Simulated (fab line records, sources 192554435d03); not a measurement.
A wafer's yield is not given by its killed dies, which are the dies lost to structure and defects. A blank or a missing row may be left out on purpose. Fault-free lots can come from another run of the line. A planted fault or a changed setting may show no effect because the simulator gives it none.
Which tool did it? ; flow n5 finfet ; 30 wafers from 10 lots sampled at 5 of the route's 1938 steps

WHAT THE GAUGES READ, wafer by wafer
N5_BEOL_M1_CD_MEAS_18: pitch 36 nm, target cd 18 nm. Usual: cd nm at 18.0 nm, with a standard deviation of 0.41.
lot;measured;on;cd nm (nm);flag
L583;day 6 03:36;cd sem-01;17.5 17.5 18.9;
L584;day 6 16:05;cd sem-01;17.8 17.5 18.5;
L588;day 7 06:59;cd sem-03;18.5 18.0 17.8;
L592;day 8 13:02;cd sem-03;17.7 18.6 17.5;
L596;day 9 12:50;cd sem-02;17.5 17.4 18.4;
L601;day 10 15:22;cd sem-02;17.5 17.9 17.5;
L602;day 11 01:28;cd sem-02;18.0 18.2 18.2;
L603;day 11 07:11;cd sem-02;17.9 18.0 17.8;
L604;day 11 07:26;cd sem-01;18.3 17.2 18.5;
L605;day 11 15:02;cd sem-02;18.4 18.2 18.1;

N5_BEOL_M4_RC_MEAS_101. Usual: DIBL_N 36.0 mV/V, standard deviation 2.5; DIBL_P 36.2 mV/V, standard deviation 3; IOFF_N 0.16 nA/um, standard deviation 0.044; IOFF_P 0.21 nA/um, standard deviation 0.049; ION_N 671 uA/um, standard deviation 15; ION_P 461 uA/um, standard deviation 8.7; SS_N 71.5 mV/dec, standard deviation 0.72; SS_P 73.4 mV/dec, standard deviation 0.9; VT_N 251 mV, standard deviation 4.4; VT_P -250 mV, standard deviation 4.
lot;measured;on;DIBL_N (mV/V);DIBL_P (mV/V);IOFF_N (nA/um);IOFF_P (nA/um);ION_N (uA/um);ION_P (uA/um);SS_N (mV/dec);SS_P (mV/dec);VT_N (mV);VT_P (mV);flag
L583;day 8 12:22;prober-01;34.7 36.7 33.9;33.8 36.3 32.7;0.13 0.16 0.12;0.20 0.24 0.19;653 672 667;456 469 468;71.5 71.4 71.0;72.0 73.8 72.1;255 249 252;-250 -243 -246;
L584;day 8 21:15;prober-02;34.6 33.6 33.5;36.4 35.3 35.5;0.13 0.13 0.13;0.19 0.17 0.18;652 660 652;449 452 447;71.9 71.7 72.0;73.2 73.2 73.0;254 253 254;-252 -253 -255;
L588;day 9 23:16;prober-02;41.4 38.8 39.2;41.8 39.1 39.7;0.26 0.19 0.20;0.29 0.24 0.24;697 673 690;466 457 468;72.5 73.0 72.9;75.0 74.2 75.1;245 247 248;-246 -249 -251;
L592;day 10 17:22;prober-01;34.2 34.1 37.7;34.9 35.2 39.4;0.13 0.14 0.21;0.20 0.20 0.29;657 672 699;457 464 482;71.5 70.9 72.3;72.8 73.4 73.4;252 250 245;-252 -248 -246;
L596;day 11 18:24;prober-01;36.0 36.6 35.9;36.7 38.2 35.8;0.15 0.17 0.15;0.22 0.24 0.19;671 686 658;461 471 450;71.7 71.6 72.3;73.2 74.0 73.3;252 250 254;-247 -244 -253;
L601;day 12 21:49;prober-01;35.9 34.4 36.0;37.7 35.8 37.3;0.18 0.14 0.18;0.26 0.22 0.24;676 655 677;469 460 469;71.0 70.9 72.3;73.7 73.8 73.8;248 255 248;-244 -248 -247;
L602;day 12 22:44;prober-01;33.0 32.5 35.2;31.1 31.6 35.9;0.10 0.10 0.14;0.15 0.15 0.21;653 643 668;454 447 456;71.0 70.5 71.3;71.9 72.3 73.8;258 259 250;-255 -253 -251;
L603;day 13 18:57;prober-02;36.2 33.7 39.4;37.6 33.4 39.8;0.16 0.11 0.22;0.25 0.17 0.28;674 657 694;477 453 471;71.6 71.6 73.2;73.7 72.2 73.9;250 256 243;-247 -254 -246;
L604;day 13 21:25;prober-01;36.4 39.7 34.3;36.3 40.5 32.5;0.17 0.26 0.13;0.25 0.34 0.18;678 698 672;473 475 460;72.1 72.2 70.5;73.6 74.3 72.5;251 242 251;-248 -244 -249;
L605;day 13 20:39;prober-01;40.1 36.2 37.9;40.6 35.1 37.6;0.25 0.13 0.19;0.31 0.19 0.25;689 651 675;470 453 463;73.0 71.1 71.8;74.3 73.0 73.6;245 255 246;-242 -252 -246;

EACH LOT AND THE TOOL THAT RAN IT (in order: tool; ch and the chambers of the sampled wafers; start)
lot;N5_BEOL_M0_ANNEAL_133;N5_BEOL_M0_SPUTTER_134;N5_BEOL_M1_ETCH_64
L583;pvd sputter-01, day 5 21:56;pvd sputter-01, day 5 21:59;rie diel-06 ch 0,1,2, day 6 03:14
L584;pvd sputter-01, day 6 11:29;pvd sputter-01, day 6 11:32;rie diel-06 ch 0,1,2, day 6 15:44
L588;pvd sputter-01, day 7 04:10;pvd sputter-01, day 7 04:13;rie diel-03 ch 1,3, day 7 06:38
L592;pvd sputter-02, day 8 08:55;pvd sputter-02, day 8 08:57;rie diel-06 ch 0,2, day 8 12:41
L596;pvd sputter-01, day 9 08:59;pvd sputter-01, day 9 09:02;rie diel-06 ch 0,2,3, day 9 12:24
L601;pvd sputter-02, day 10 12:41;pvd sputter-02, day 10 12:43;rie diel-06 ch 0,1,3, day 10 15:01
L602;pvd sputter-03, day 10 18:22;pvd sputter-03, day 10 18:25;rie diel-04 ch 0,1,2, day 11 01:02
L603;pvd sputter-03, day 11 03:24;pvd sputter-03, day 11 03:26;rie diel-06 ch 0,2,3, day 11 06:43
L604;pvd sputter-02, day 11 03:33;pvd sputter-02, day 11 03:35;rie diel-06 ch 1,2,3, day 11 07:02
L605;pvd sputter-01, day 11 10:44;pvd sputter-01, day 11 10:47;rie diel-03 ch 1,2,3, day 11 14:41
- N5_BEOL_M0_ANNEAL_133: time 60 s.
- N5_BEOL_M0_SPUTTER_134: material Cu, target thk 4 nm, time 7.37 s.
- N5_BEOL_M1_ETCH_64: etches SOC in N2/H2, target depth 75 nm, overetch 15 nm, time 112.5 s.

AS READ BY THE TOOLS THEMSELVES (means over the sampled wafers that have a number; for cases with no such wafer, the mark the record gives instead)
N5_BEOL_M0_ANNEAL_133. Usual: heater power w 851 W, standard deviation 58; susceptor_temp_C_max 400.9, standard deviation 0.52.
lot;tool;heater power w (W);susceptor_temp_C_max;flag
L583;pvd sputter-01;828;400.5;
L584;pvd sputter-01;890;400.9;
L588;pvd sputter-01;847;400.6;
L592;pvd sputter-02;790;400.8;
L596;pvd sputter-01;844;400.9;
L601;pvd sputter-02;847;400.8;
L602;pvd sputter-03;798;400.8;
L603;pvd sputter-03;880;400.8;
L604;pvd sputter-02;812;400.7;
L605;pvd sputter-01;911;401.5;

N5_BEOL_M0_SPUTTER_134. Usual: chuck sensor temp C -15.9 C, standard deviation 0.51; throttle valve pct 29.6 %, standard deviation 0.89.
lot;tool;chuck sensor temp C (C);throttle valve pct (%);flag
L583;pvd sputter-01;-15.8;29.7;
L584;pvd sputter-01;-16.0;29.0;
L588;pvd sputter-01;-15.9;29.8;
L592;pvd sputter-02;-15.9;30.1;
L596;pvd sputter-01;-15.9;29.8;
L601;pvd sputter-02;-16.0;30.0;
L602;pvd sputter-03;-16.2;30.3;
L603;pvd sputter-03;-16.0;29.1;
L604;pvd sputter-02;-15.7;29.8;
L605;pvd sputter-01;-15.8;28.4;

N5_BEOL_M1_ETCH_64. Usual: bias w 150.0 W, standard deviation 0.41; drypump motor current A 5.7 A, standard deviation 0.42; oes product au 0.62 a.u., standard deviation 0.061; rf vpp V 523.6 V, standard deviation 2.1; showerhead plenum p Torr 2.53 Torr, standard deviation 0.067; throttle valve pct 17.88 %, standard deviation 0.27.
lot;tool;bias w (W);drypump motor current A (A);oes product au (a.u.);rf vpp V (V);showerhead plenum p Torr (Torr);throttle valve pct (%);flag
L583;rie diel-06;149.9;5.7;0.62;523.0;2.50;17.77;
L584;rie diel-06;150.1;5.6;0.61;523.3;2.50;17.78;
L588;rie diel-03;150.0;5.7;0.73;527.4;2.68;17.94;
L592;rie diel-06;149.8;5.5;0.63;522.6;2.47;17.63;
L596;rie diel-06;149.5;5.8;0.63;523.4;2.51;17.73;
L601;rie diel-06;134.2;5.7;0.63;486.9;2.52;17.78;OFF
L602;rie diel-04;149.9;5.6;0.56;522.2;2.49;18.17;
L603;rie diel-06;133.8;5.8;0.62;486.0;2.51;17.76;OFF
L604;rie diel-06;133.9;6.0;0.59;487.5;2.54;17.92;OFF
L605;rie diel-03;150.1;5.7;0.69;525.4;2.60;17.90;

THE ANSWER, worked out from the rows above alone
Rule: a lot counts as off when the mean over its wafers that have a number is more than 3 standard deviations away from the usual mean. A lot without any number at a reading at which 4 lots or more have one is off too. All remaining lots with rows at the step are treated as sound. Order of review: gauges by route order, followed by the tools' own readings, for which a lot's mean as printed above is used. The first step at which some lot is off is used, and at that step the reading that is off furthest; a lot without a number counts as furthest.
Off: L601, L603, L604 (N5_BEOL_M1_ETCH_64, bias w).
A tool fits if, at that step or a process step before it, it ran every lot that is off, and no sound lot after the first of them. One fits: N5_BEOL_M1_ETCH_64 on rie diel-06. Its last sound lot is L596 (day 9 12:24), its first lot that is off L601 (day 10 15:01): a fault that began between those two fits.
The tool's own readings at N5_BEOL_M1_ETCH_64 bear it out: on the lots that are off they differ by more than 5 times the standard deviation of the sound lots' means. bias w reads 134.0 W there against 149.9 W on the sound lots; rf vpp V reads 486.8 V there against 523.9 V on the sound lots.

WHAT THE SIMULATOR HAD PUT IN
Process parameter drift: rie diel-06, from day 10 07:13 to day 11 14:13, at N5_BEOL_M1_ETCH_64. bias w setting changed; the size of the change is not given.
Lots struck among those shown: L601, L603, L604. Same finding as the rule above.
